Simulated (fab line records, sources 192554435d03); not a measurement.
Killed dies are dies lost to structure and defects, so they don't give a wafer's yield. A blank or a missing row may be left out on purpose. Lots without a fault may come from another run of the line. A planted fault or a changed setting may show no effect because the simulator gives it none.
fab line records | flow n5_finfet
record lots=7 wafers=18 last_day=18
route steps=1938 shown HKMG_FIN@436 BEOL_M4@1111 PASSIVATION@1936
lots that met no fault: from a run of the same line without faults
start_h: hours from the record's first day to the start of the lot's first wafer shown | wait_h: hours since the lot's step before | " the same as in the row above | L1.1+2: a row that stands for several wafers | - no value, or no start given | * or withheld: withheld | < > ~ a bound
route shown NAME@n: a module of which the file shows steps, and the number in the route of the first | usual: mean/standard deviation of fault-free wafers | same: alike in all rows | chamber/n: place in a boat | sites: the reading at each site | _std_site: their standard deviation | _edge_site: outer sites' mean less inner sites' | radius_mm: how far each site lies from the wafer's centre | mask NAME#n: copy n | behind: the tool/chamber that last shaped the wafer | hold: why the lot was held/for how many hours/how that ended | device: the transistor (n, p or np) that didn't switch | end of line: the same wafers' tests at the end of the route | a step without rows: its recipe alone | killed: dies lost to structure and defects at the first sort, not the wafer's yield | map: a wafer's dies, x killed, . not, _ none there
set.NAME: the setting as run; set.NAME@STEP: as run at that earlier step | model.NAME: the simulator's own value behind a step, which no gauge read
lots at some steps of the route; a table a step, a row a wafer
services: from which hour (start_h, from the record's first day; less than 0 if before it) a tool's chamber was out of use, for how many hours, and why
## steps
# step N5_HKMG_FIN_STRIP_33
# recipe chemistry=N2/H2 temp_c=40 n2_flow_sccm=200 h2_flow_sccm=200 rf_frequency_hz=6e+07
# step N5_HKMG_FIN_STRIP_34
# recipe chemistry=CF4 resist=SiARC power_w=300 bias_power_w=75 pressure_mtorr=50 cf4_flow_sccm=150 rf_frequency_hz=6e+07
# usual drypump_motor_current_A=5.7/0.45 oes_product_au=0.75/0.063 power_w=300.1/0.85 rf_fwd_power_W=293.4/1.2 rf_vpp_V=271.0/1.3 showerhead_plenum_p_Torr=1.79/0.05 throttle_valve_pct=13.70/0.21
# columns lot.wafer tool chamber start_h wait_h drypump_motor_current_A oes_product_au power_w rf_fwd_power_W rf_hours_counter_h rf_vpp_V showerhead_plenum_p_Torr throttle_valve_pct
L279.1 rie_diel-02 1 73.79 0.0 5.9 0.77 299.1 - 101 270.5 1.72 13.39
L279.2 " 2 " " 5.8 0.84 299.7 292.6 61 270.5 1.83 13.59
L279.5 " 0 " " 5.3 0.75 299.9 - - 271.0 1.81 13.87
L284.3 rie_diel-01 0 106.28 0.0 6.3 0.70 299.6 - 211 269.9 1.70 13.96
L284.5 " 2 " " 5.7 0.77 300.8 291.6 - 273.1 1.87 13.88
L286.1 rie_diel-01 1 123.11 0.0 6.5 0.69 298.5 292.5 236 270.9 1.82 13.46
L286.6 " 0 " " 6.3 0.69 300.7 - - 269.2 1.70 13.96
L290.5 rie_diel-02 1 145.02 0.0 5.8 0.75 301.0 295.8 - 268.6 1.71 13.44
L290.6 " 0 " " 5.3 0.73 297.9 - - 270.4 1.80 13.93
L294.2 rie_diel-02 2 168.61 0.0 5.8 0.80 300.4 293.7 94 272.0 1.82 13.67
L294.3 " 3 " " 5.9 0.90 300.4 293.1 25 269.7 1.77 13.54
L294.4 " 0 " " 5.3 0.73 300.3 - 187 271.6 1.80 13.94
L301.1 rie_diel-05 3 208.09 0.0 5.6 0.69 300.3 - 238 270.8 1.85 13.74
L301.2 " 1 " " 4.7 0.68 300.9 296.1 217 271.1 1.83 13.95
L301.4 " 1 " " 4.7 0.68 299.6 294.7 - 272.2 1.83 13.93
L302.3 rie_diel-02 1 218.40 0.0 5.8 0.73 300.2 292.6 153 269.5 1.70 13.53
L302.4 " 0 " " 5.3 0.72 300.4 - - 270.6 1.79 14.00
L302.6 " 1 " " 5.8 0.73 299.0 293.3 - 269.8 1.71 13.50
# step N5_HKMG_FIN_ETCH_35
# recipe chemistry=N2/H2 target=SOC target_depth_a=2158 ion_energy_ev=65 bias_w=5 source_w=3000 time_s=243.4 pressure_mtorr=30 n2_flow_sccm=200 h2_flow_sccm=200
# step N5_HKMG_FIN_STRIP_92
# recipe chemistry=N2/H2 material=SOC time_s=20 power_w=500 temp_c=40 pressure_mtorr=50 rf_frequency_hz=6e+07 bias_power_w=8 h2_frac=0.5 n2_flow_sccm=300 h2_flow_sccm=300
# usual drypump_motor_current_A=5.8/0.45 oes_product_au=0.76/0.071 power_w=499.9/1.4 rf_fwd_power_W=496.3/1.7 rf_vpp_V=54.2/0.88 showerhead_plenum_p_Torr=3.36/0.09 throttle_valve_pct=19.2/0.43
# columns lot.wafer tool chamber start_h wait_h drypump_motor_current_A oes_product_au power_w rf_fwd_power_W rf_hours_counter_h rf_vpp_V showerhead_plenum_p_Torr throttle_valve_pct
L279.1 rie_diel-02 1 73.96 0.1 5.8 0.76 499.7 498.7 101 54.4 3.29 19.5
L279.2 " 2 " " 5.8 0.81 499.7 494.3 61 54.7 3.43 18.9
L279.5 " 0 " " 5.3 0.78 498.3 497.9 - 54.4 3.37 19.9
L284.3 rie_diel-01 0 106.45 0.1 6.3 0.72 502.0 496.1 211 53.3 3.20 19.3
L284.5 " 2 " " 5.7 0.78 499.1 496.4 - 54.8 3.50 19.4
L286.1 rie_diel-01 1 123.28 0.1 6.6 0.70 498.5 493.8 236 54.2 3.48 18.9
L286.6 " 0 " " 6.3 0.71 500.0 494.7 - 52.3 3.20 19.3
L290.5 rie_diel-02 1 145.20 0.0 5.9 0.73 501.8 499.0 - 55.2 3.28 19.5
L290.6 " 0 " " 5.3 0.76 498.7 498.6 - 53.7 3.36 20.0
L294.2 rie_diel-02 2 168.78 0.1 5.7 0.78 502.0 496.3 94 54.0 3.41 18.9
L294.3 " 3 " " 5.9 0.93 499.2 497.7 26 53.5 3.31 19.3
L294.4 " 0 " " 5.3 0.75 499.3 496.4 187 55.7 3.36 20.0
L301.1 rie_diel-05 3 208.34 0.1 5.6 0.66 499.7 496.8 238 54.5 3.45 18.9
L301.2 " 1 " " 4.8 0.66 497.3 498.3 217 54.1 3.45 19.8
L301.4 " 1 " " 4.8 0.67 498.1 495.9 - 54.6 3.45 19.8
L302.3 rie_diel-02 1 218.57 0.1 5.9 0.72 500.3 494.1 154 53.5 3.26 19.6
L302.4 " 0 " " 5.3 0.73 499.7 497.2 - 54.7 3.35 20.0
L302.6 " 1 " " 5.9 0.72 502.7 494.8 - 55.0 3.26 19.6
# step N5_HKMG_FIN_WET_ETCH_18
# recipe chemistry=SC1 target=TiN mix=1:1:5 temp_c=* time_s=55 target_depth_nm=5.2 dry=ipa_marangoni rinse_time_s=30 rinse_temp_c=23
# step N5_HKMG_FIN_STRIP_19
# recipe chemistry=N2/H2 power_w=2500 temp_c=300 h2_frac=0.65 time_s=360 pressure_mtorr=withheld n2_flow_sccm=1750 h2_flow_sccm=3250
# step N5_HKMG_FIN_ALD_91
# recipe material=TiN target_thk_a=10 temp_c=400 ald_precursor_family=TiCl4 ald_co_reactant=NH3 pulse_time_s=1 purge_time_s=3 co_reactant_purge_time_s=2 co_reactant_pulse_time_s=2 ald_cycles=47 pressure_torr=3
# step N5_HKMG_FIN_COAT_85
# recipe resist=SOC temp_c=250 time_s=60 spin_rpm=1500 resist_thk_nm=300
# step N5_HKMG_FIN_ETCH_86
# recipe chemistry=N2/H2 target=SOC target_depth_a=3932 stop_on=TiN ion_energy_ev=100 bias_w=61 pressure_mtorr=30 source_w=850 n2_flow_sccm=200 h2_flow_sccm=200
# usual drypump_motor_current_A=5.8/0.49 oes_product_au=0.75/0.066 rf_fwd_power_W=844/3.2 rf_vpp_V=240.8/1.3 showerhead_plenum_p_Torr=2.56/0.081 throttle_valve_pct=17.97/0.27
# columns lot.wafer tool chamber start_h wait_h drypump_motor_current_A oes_product_au rf_fwd_power_W rf_hours_counter_h rf_vpp_V showerhead_plenum_p_Torr throttle_valve_pct
L279.1 rie_diel-02 1 74.85 - 5.8 0.78 840 102 238.7 2.49 18.00
L279.2 " 2 " " 5.8 0.85 843 62 240.0 2.60 17.84
L279.5 " 2 " " 5.8 0.83 845 - 240.8 2.60 17.84
L284.3 rie_diel-01 3 107.42 - 5.7 0.77 840 146 240.5 2.55 17.85
L284.5 " 0 " " 6.3 0.70 845 - 238.8 2.42 18.17
L286.1 rie_diel-01 2 124.20 - 5.7 0.77 841 154 242.1 2.65 18.20
L286.6 " 3 " " 5.7 0.76 845 - 240.3 2.54 17.87
L290.5 rie_diel-05 1 146.11 - 4.7 0.70 842 - 242.6 2.62 18.28
L290.6 " 2 " " 5.9 0.72 842 - 240.9 2.50 17.56
L294.2 rie_diel-05 2 169.66 - 5.9 0.71 842 200 240.6 2.50 17.56
L294.3 " 1 " " 4.8 0.70 842 203 243.5 2.62 18.31
L294.4 " 0 " " 6.4 0.75 847 161 239.9 2.45 17.91
L301.1 rie_diel-01 2 209.33 - 5.7 0.74 844 189 243.2 2.64 18.28
L301.2 " 1 " " 6.5 0.92 841 6 241.7 2.63 17.36
L301.4 " 2 " " 5.7 0.74 842 - 241.3 2.64 18.27
L302.3 rie_diel-01 2 219.50 - 5.7 0.74 838 195 241.4 2.63 18.27
L302.4 " 3 " " 5.7 0.74 840 186 240.9 2.53 17.89
L302.6 " 0 " " 6.3 1.00 847 - 243.3 2.72 17.86
# step N5_HKMG_FIN_STRIP_89
# recipe chemistry=N2/H2 material=SOC time_s=20 power_w=500 temp_c=40 pressure_mtorr=50 rf_frequency_hz=6e+07 bias_power_w=8 h2_frac=0.5 n2_flow_sccm=300 h2_flow_sccm=300
# usual drypump_motor_current_A=5.8/0.49 oes_product_au=0.75/0.071 power_w=500.0/1.4 rf_fwd_power_W=497.1/1.5 rf_vpp_V=54.3/0.84 showerhead_plenum_p_Torr=3.37/0.1 throttle_valve_pct=19.2/0.43
# columns lot.wafer tool chamber start_h wait_h drypump_motor_current_A oes_product_au power_w rf_fwd_power_W rf_hours_counter_h rf_vpp_V showerhead_plenum_p_Torr throttle_valve_pct
L279.1 rie_diel-02 1 74.91 0.0 5.9 0.75 496.8 496.9 102 54.0 3.29 19.5
L279.2 " 2 " " 5.8 0.81 499.9 498.3 62 55.6 3.43 18.9
L279.5 " 2 " " 5.8 0.81 500.6 496.1 - 53.1 3.43 18.9
L284.3 rie_diel-01 3 107.48 0.0 5.8 0.78 499.8 495.3 146 53.0 3.36 19.0
L284.5 " 0 " " 6.3 0.72 498.1 495.9 - 54.3 3.20 19.2
L286.1 rie_diel-01 2 124.26 0.0 5.7 0.77 498.8 493.3 154 54.8 3.50 19.4
L286.6 " 3 " " 5.8 0.78 500.5 497.0 - 54.5 3.36 19.0
L290.5 rie_diel-05 1 146.18 0.0 4.8 0.69 497.9 498.6 - 54.3 3.46 19.7
L290.6 " 2 " " 5.9 0.73 500.0 495.6 - 54.4 3.30 18.3
L294.2 rie_diel-05 2 169.72 0.0 5.9 0.72 498.2 496.7 201 54.4 3.30 18.3
L294.3 " 1 " " 4.8 0.68 501.2 498.0 204 55.1 3.46 19.7
L294.4 " 0 " " 6.4 0.74 499.3 496.3 161 54.5 3.24 19.0
L301.1 rie_diel-01 2 209.42 0.1 5.7 0.75 501.7 498.1 189 53.1 3.48 19.4
L301.2 " 1 " " 6.6 0.93 498.4 497.6 6 54.7 3.47 18.6
L301.4 " 2 " " 5.7 0.74 502.0 495.0 - 55.0 3.48 19.4
L302.3 rie_diel-01 2 219.56 0.0 5.7 0.74 499.6 494.9 195 54.1 3.47 19.4
L302.4 " 3 " " 5.8 0.75 498.8 493.6 186 54.2 3.34 19.1
L302.6 " 0 " " 6.3 1.05 499.1 499.9 - 55.1 3.59 18.9
# step N5_HKMG_FIN_WET_ETCH_87
# recipe chemistry=SC1 target=TiN mix=1:2:40 temp_c=50 time_s=154.2 target_depth_nm=4.7 dry=ipa_marangoni rinse_time_s=30 rinse_temp_c=23
# step N5_HKMG_FIN_STRIP_88
# recipe chemistry=N2/H2 power_w=2500 temp_c=300 h2_frac=0.65 time_s=360 pressure_mtorr=withheld n2_flow_sccm=1750 h2_flow_sccm=3250
# step N5_HKMG_FIN_NWFM_ALD_20
# recipe material=TiAlC target_thk_a=20 temp_c=300 ald_precursor_family=TiCl4 ald_co_reactant=TEA pulse_time_s=3 purge_time_s=2 co_reactant_purge_time_s=2 co_reactant_pulse_time_s=10 ald_cycles=7 pressure_torr=3
# usual co_reactant_pulse_time_s=10/0 heater_power_w=510/49 precursor_pulse_height_rel=1.003/0.021
# columns lot.wafer tool chamber start_h wait_h co_reactant_pulse_time_s heater_power_w precursor_pulse_height_rel
L279.1 ald_metal-01 1 75.55 0.3 10 511 0.968
L279.2 " 2 " " 10 574 1.010
L279.5 " 0 " " 10 444 1.031
L284.3 ald_metal-02 1 108.15 0.2 9.3052 564 1.014
L284.5 " 2 " " 10 516 1.051
L286.1 ald_metal-02 0 124.83 0.3 10 583 0.992
L286.6 " 3 " " 9.3052 481 0.997
L290.5 ald_metal-02 3 146.78 0.1 10 482 1.019
L290.6 " 2 " " 9.3052 511 0.991
L294.2 ald_metal-01 1 170.29 0.3 10 519 1.019
L294.3 " 0 " " 10 438 0.977
L294.4 " 3 " " 10 513 1.012
L301.1 ald_metal-01 1 210.03 0.3 10 493 1.003
L301.2 " 0 " " 10 447 1.026
L301.4 " 2 " " 10 567 1.010
L302.3 ald_metal-02 3 220.14 0.1 10 508 1.017
L302.4 " 2 " " 10 514 0.991
L302.6 " 2 " " 10 518 0.986
# step N5_HKMG_FIN_ALD_71
# recipe material=TiN target_thk_a=10 temp_c=400 ald_precursor_family=TiCl4 ald_co_reactant=NH3 pulse_time_s=1 purge_time_s=3 co_reactant_purge_time_s=2 co_reactant_pulse_time_s=2 ald_cycles=47 pressure_torr=3
# usual co_reactant_pulse_time_s=2/0 heater_power_w=914/90 precursor_pulse_height_rel=1.000/0.018
# columns lot.wafer tool chamber start_h wait_h co_reactant_pulse_time_s heater_power_w precursor_pulse_height_rel
L279.1 ald_metal-01 1 75.65 0.0 2 896 0.993
L279.2 " 2 " " 2 1026 1.023
L279.5 " 0 " " 2 769 0.989
L284.3 ald_metal-02 1 108.25 0.0 2 999 0.990
L284.5 " 2 " " 2 923 0.989
L286.1 ald_metal-02 0 124.93 0.0 2 1034 0.993
L286.6 " 3 " " 2 866 1.000
L290.5 ald_metal-02 3 146.96 0.1 2 876 0.995
L290.6 " 2 " " 2 908 0.999
L294.2 ald_metal-01 1 170.39 0.0 2 900 0.997
L294.3 " 0 " " 2 800 1.008
L294.4 " 3 " " 2 897 1.008
L301.1 ald_metal-01 1 210.13 0.0 2 887 1.027
L301.2 " 0 " " 2 775 1.007
L301.4 " 2 " " 2 1001 1.043
L302.3 ald_metal-02 3 220.24 0.0 2 869 0.999
L302.4 " 2 " " 2 929 1.008
L302.6 " 2 " " 2 903 1.010
# step N5_BEOL_M4_RC_MEAS_101
# usual DIBL_N=36.0/2.5 DIBL_P=36.2/3 IOFF_N=0.16/0.044 IOFF_P=0.21/0.049 ION_N=671/15 ION_P=461/8.7 SS_N=71.5/0.72 SS_P=73.4/0.9 VT_N=251/4.4 VT_P=-250/4
# columns lot.wafer tool chamber start_h wait_h DIBL_N[mV/V] DIBL_P[mV/V] IOFF_N[nA/um] IOFF_P[nA/um] ION_N[uA/um] ION_P[uA/um] SS_N[mV/dec] SS_P[mV/dec] VT_N[mV] VT_P[mV]
L279.1 prober-01 0 180.05 0.0 36.4 36.1 0.16 0.24 668 463 71.9 73.5 251 -245
L279.2 " 0 " " 34.6 33.4 0.13 0.19 667 458 71.3 72.1 254 -247
L279.5 " 0 " " 36.0 35.2 0.15 0.22 665 460 71.6 72.7 250 -245
L284.3 prober-02 0 215.57 0.3 35.3 35.8 0.13 0.19 672 467 71.4 73.0 251 -253
L284.5 " 0 " " 38.8 38.8 0.21 0.24 697 474 72.1 74.2 245 -247
L286.1 prober-02 0 223.56 0.0 36.6 37.4 0.16 0.23 684 476 71.3 73.5 249 -249
L286.6 " 0 " " 39.7 40.1 0.20 0.26 697 474 72.0 74.0 248 -249
L290.5 prober-02 0 252.51 0.6 34.5 33.7 0.12 0.16 666 456 71.1 71.6 255 -253
L290.6 " 0 " " 35.7 34.2 0.13 0.17 656 452 71.3 72.6 254 -256
L294.2 prober-02 0 275.85 0.2 41.2 43.1 0.31 0.37 692 473 72.8 74.9 240 -241
L294.3 " 0 " " 36.6 37.7 0.19 0.24 683 465 71.4 73.0 245 -248
L294.4 " 0 " " 36.9 38.5 0.20 0.26 682 473 72.0 74.0 245 -245
L301.1 prober-01 0 308.34 0.0 39.0 39.1 0.20 0.29 666 460 72.7 74.2 248 -248
L301.2 " 0 " " 35.8 35.5 0.15 0.20 658 457 71.9 72.7 252 -250
L301.4 " 0 " " 35.1 34.9 0.14 0.19 684 470 70.8 73.6 250 -250
L302.3 prober-02 0 319.01 0.3 30.4 29.3 0.07 0.10 638 438 70.0 71.8 261 -263
L302.4 " 0 " " 35.3 35.9 0.12 0.18 662 456 71.2 73.4 256 -255
L302.6 " 0 " " 33.7 33.6 0.11 0.14 660 453 71.0 73.0 256 -258
# step N5_PASSIVATION_PROBE_49
# usual defect_limited_yield=91.7/1.4 killed_at_M0_to_M3=31/11 killed_at_M4_up=13/4.6 killed_at_contacts=13/6.7 killed_at_front_end=39/9.6 killed_at_other=3.5/2.8 killed_dies=98/16 killed_open=64/11 killed_short=33/8.5 sort_bin_4_leakage=0.00/0.032 sort_bin_5_function=4.9/0.96 sort_bin_6_memory=3.1/0.59 sort_bin_8_speed=0.2/1.3 sort_n_pass=1080/23 sort_yield_pct=91.5/1.9
# same gross_dies=1180 killed_at_back_side=0
# columns lot.wafer tool chamber start_h wait_h defect_limited_yield[%] killed_at_M0_to_M3 killed_at_M4_up killed_at_contacts killed_at_front_end killed_at_other killed_dies killed_open killed_short sort_bin_4_leakage[%] sort_bin_5_function[%] sort_bin_6_memory[%] sort_bin_8_speed[%] sort_n_pass sort_yield_pct[%]
L284.3 prober-02 - 326.58 0.9 92.5 29 11 2 46 0 88 53 34 0 4.2 2.9 0 1092 92.5
L286.1 prober-02 - 337.76 0.0 92.6 21 10 10 45 1 87 58 29 0 4.8 2.4 0 1093 92.6
L286.6 prober-02 - 338.01 0.3 92.1 31 4 7 50 1 93 50 37 0 4.5 2.5 0 1087 92.1
L290.5 prober-01 - 348.09 0.2 91.6 37 15 3 41 3 99 68 29 0 4.7 3.4 0.1 1081 91.6
L290.6 prober-01 - 348.14 0.3 92.8 34 9 11 28 3 85 65 20 0 3.8 3.2 0 1095 92.8
L294.2 prober-02 - 375.32 0.1 88.8 51 17 15 49 0 132 86 44 0.34 6.9 3.6 0 1044 88.5
L294.3 prober-02 - 375.37 0.1 91.5 51 12 5 32 0 100 73 25 0 4.8 3.5 0 1080 91.5
L294.4 prober-02 - 375.42 0.2 92.1 36 14 10 33 0 93 61 25 0 5.2 2.7 0 1087 92.1
L301.1 prober-01 - 410.81 0.0 93.1 29 11 13 28 1 82 54 27 0 4.3 2.4 0 1098 93.1
L301.2 prober-01 - 410.86 0.1 91.5 26 17 14 43 0 100 60 38 0 4.8 3.1 0 1080 91.5
L301.4 prober-01 - 410.96 0.2 92.4 19 10 11 46 4 90 64 24 0 4.0 3.6 0 1090 92.4
L302.3 prober-01 - 422.98 0.1 92.2 24 6 9 39 14 92 61 31 0 5.2 2.6 0.2 1086 92.0
L302.4 prober-01 - 423.03 0.2 92.0 25 12 16 39 2 94 62 32 0 5.1 2.4 0 1086 92.0
L302.6 prober-01 - 423.13 0.3 90.2 16 17 15 63 5 116 73 34 0 5.3 3.3 0 1064 90.2
# killed by level:class
L284.3 STI_FIN_REVEAL:geometric_particle:open=19 BEOL_M0_SAQP:geometric_particle:open=6 BEOL_M0:geometric_particle:short=5 STARTING-WAFER:geometric_particle:open=5 FIN_SAQP:geometric_particle:open=4 STI_FIN_REVEAL:geometric_particle:short=4 BEOL_M0_SAQP:geometric_particle:short=4 FIN_SAQP:geometric_particle:short=3
L286.1 FIN_SAQP:geometric_particle:open=8 STI_FIN_REVEAL:geometric_particle:open=8 MOL_CONTACT_COAG:geometric_particle:open=8 FIN_SAQP:geometric_particle:short=7 DUMMY_GATE:geometric_particle:open=7 BEOL_M0_SAQP:geometric_particle:short=6 BEOL_M0:geometric_particle:open=5 GATE_CUT:geometric_particle:open=4
L286.6 BEOL_M0_SAQP:geometric_particle:open=13 GATE_CUT:geometric_particle:short=9 FIN_SAQP:geometric_particle:short=7 FIN_SAQP:geometric_particle:open=6 STI_FIN_REVEAL:geometric_particle:open=6 HKMG_FIN:area_etch=6 BEOL_M3:geometric_particle:open=5 MOL_CONTACT_COAG:geometric_particle:open=4
L290.5 BEOL_M3:geometric_particle:open=13 FIN_SAQP:geometric_particle:short=11 FIN_SAQP:geometric_particle:open=9 BEOL_M0_SAQP:geometric_particle:open=8 BEOL_M1:geometric_particle:open=7 BEOL_M4:geometric_particle:open=7 STI_FIN_REVEAL:geometric_particle:open=5 GATE_CUT:geometric_particle:open=4
L290.6 MOL_CONTACT_COAG:geometric_particle:open=9 BEOL_M1:geometric_particle:open=9 FIN_SAQP:geometric_particle:open=8 BEOL_M0_SAQP:geometric_particle:open=6 BEOL_M2:geometric_particle:open=6 STI_FIN_REVEAL:geometric_particle:open=5 BEOL_M4:geometric_particle:open=5 DUMMY_GATE:geometric_particle:open=4
L294.2 FIN_SAQP:geometric_particle:open=18 FIN_SAQP:geometric_particle:short=13 BEOL_M1:geometric_particle:open=13 MOL_CONTACT_COAG:geometric_particle:open=9 BEOL_M0_SAQP:geometric_particle:short=8 BEOL_M0_SAQP:geometric_particle:open=7 MOL_CONTACT_COAG:geometric_particle:short=6 BEOL_M5:geometric_particle:open=6
L294.3 BEOL_M1:geometric_particle:open=16 BEOL_M0_SAQP:geometric_particle:open=14 FIN_SAQP:geometric_particle:short=7 STI_FIN_REVEAL:geometric_particle:open=7 BEOL_M0_SAQP:geometric_particle:short=7 BEOL_M4:geometric_particle:open=6 FIN_SAQP:geometric_particle:open=5 MOL_CONTACT_COAG:geometric_particle:open=5
L294.4 BEOL_M0_SAQP:geometric_particle:open=10 FIN_SAQP:geometric_particle:open=9 MOL_CONTACT_COAG:geometric_particle:open=9 BEOL_M0_SAQP:geometric_particle:short=9 BEOL_M2:geometric_particle:open=7 STI_FIN_REVEAL:geometric_particle:open=6 BEOL_M1:geometric_particle:open=4 BEOL_M4:geometric_particle:open=4
L301.1 BEOL_M0_SAQP:geometric_particle:open=11 MOL_CONTACT_COAG:geometric_particle:open=9 BEOL_M0_SAQP:geometric_particle:short=8 FIN_SAQP:geometric_particle:open=7 BEOL_M4:geometric_particle:open=6 MOL_CONTACT_COAG:geometric_particle:short=4 BEOL_M2:geometric_particle:open=4 FIN_SAQP:geometric_particle:short=3
L301.2 MOL_CONTACT_COAG:geometric_particle:open=11 FIN_SAQP:geometric_particle:short=10 BEOL_M1:geometric_particle:open=8 STI_FIN_REVEAL:geometric_particle:open=7 BEOL_M4:geometric_particle:open=6 GATE_CUT:geometric_particle:open=5 BEOL_M0_SAQP:geometric_particle:short=5 BEOL_M5:geometric_particle:open=4
L301.4 FIN_SAQP:geometric_particle:open=15 STI_FIN_REVEAL:geometric_particle:open=10 MOL_CONTACT_COAG:geometric_particle:open=10 FIN_SAQP:geometric_particle:short=6 BEOL_M1:geometric_particle:open=6 BEOL_M0_SAQP:geometric_particle:short=4 BEOL_M3:geometric_particle:open=4 GATE_CUT:geometric_particle:short=3
L302.3 STI_FIN_REVEAL:geometric_particle:open=10 PASS1_CAP:geometric_particle:short=10 FIN_SAQP:geometric_particle:open=9 FIN_SAQP:geometric_particle:short=9 MOL_CONTACT_COAG:geometric_particle:open=8 BEOL_M0_SAQP:geometric_particle:open=6 BEOL_M1:geometric_particle:open=6 BEOL_M3:geometric_particle:open=5
L302.4 STI_FIN_REVEAL:geometric_particle:open=15 MOL_CONTACT_COAG:geometric_particle:open=10 FIN_SAQP:geometric_particle:open=6 MOL_CONTACT_COAG:geometric_particle:short=6 BEOL_M3:geometric_particle:open=6 BEOL_M0_SAQP:geometric_particle:open=5 FIN_SAQP:geometric_particle:short=4 STI_FIN_REVEAL:geometric_particle:short=4
L302.6 STI_FIN_REVEAL:geometric_particle:open=14 FIN_SAQP:geometric_particle:short=12 MOL_CONTACT_COAG:geometric_particle:open=10 BEOL_M5:geometric_particle:open=10 FIN_SAQP:geometric_particle:open=9 HKMG_FIN:area_etch=9 MOL_CONTACT_COAG:geometric_particle:short=5 ILD0:geometric_particle:open=4
## services
# columns tool chamber start_h hours kind
rie_diel-02 - 65.60 2.8 pm
rie_diel-01 3 70.89 5.6 repair
rie_diel-02 3 72.95 - clean
rie_diel-02 3 72.95 - consumable_replace:focus_ring
rie_diel-02 3 72.95 20.8 scheduled_down
rie_diel-02 3 72.95 20.8 vent_cycle
rie_diel-05 3 132.65 7.5 repair
rie_diel-01 1 135.00 12.9 repair
rie_diel-01 1 177.02 - clean
rie_diel-01 1 177.02 - consumable_replace:esc
rie_diel-01 1 177.02 - consumable_replace:focus_ring
rie_diel-01 1 177.02 20.8 scheduled_down
rie_diel-01 1 177.02 20.8 vent_cycle
rie_diel-02 - 195.71 3.6 repair
rie_diel-01 0 199.26 - clean
rie_diel-01 0 199.26 - consumable_replace:focus_ring
rie_diel-01 0 199.26 - consumable_replace:showerhead
rie_diel-01 0 199.26 18.1 scheduled_down
rie_diel-01 0 199.26 18.1 vent_cycle
rie_diel-05 0 203.48 8.1 repair
rie_diel-02 2 205.00 27.5 repair
## key
first_sign step=N5_HKMG_FIN_NWFM_ALD_20 reading=co_reactant_pulse_time_s direction=down sigmas=99+ usual=* struck=*
effect none on later readings
met_at N5_HKMG_FIN_NWFM_ALD_20
struck_wafers L284.3,L286.6,L290.6
fault kind=process_parameter_drift tool=ald_metal-02 chamber=- onset_h=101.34 steps=N5_HKMG_FIN_NWFM_ALD_20 channel=co_reactant_pulse_time_s offset=* shape=step end_h=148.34 scope=struck_wafers_only acts_in=* stated=*
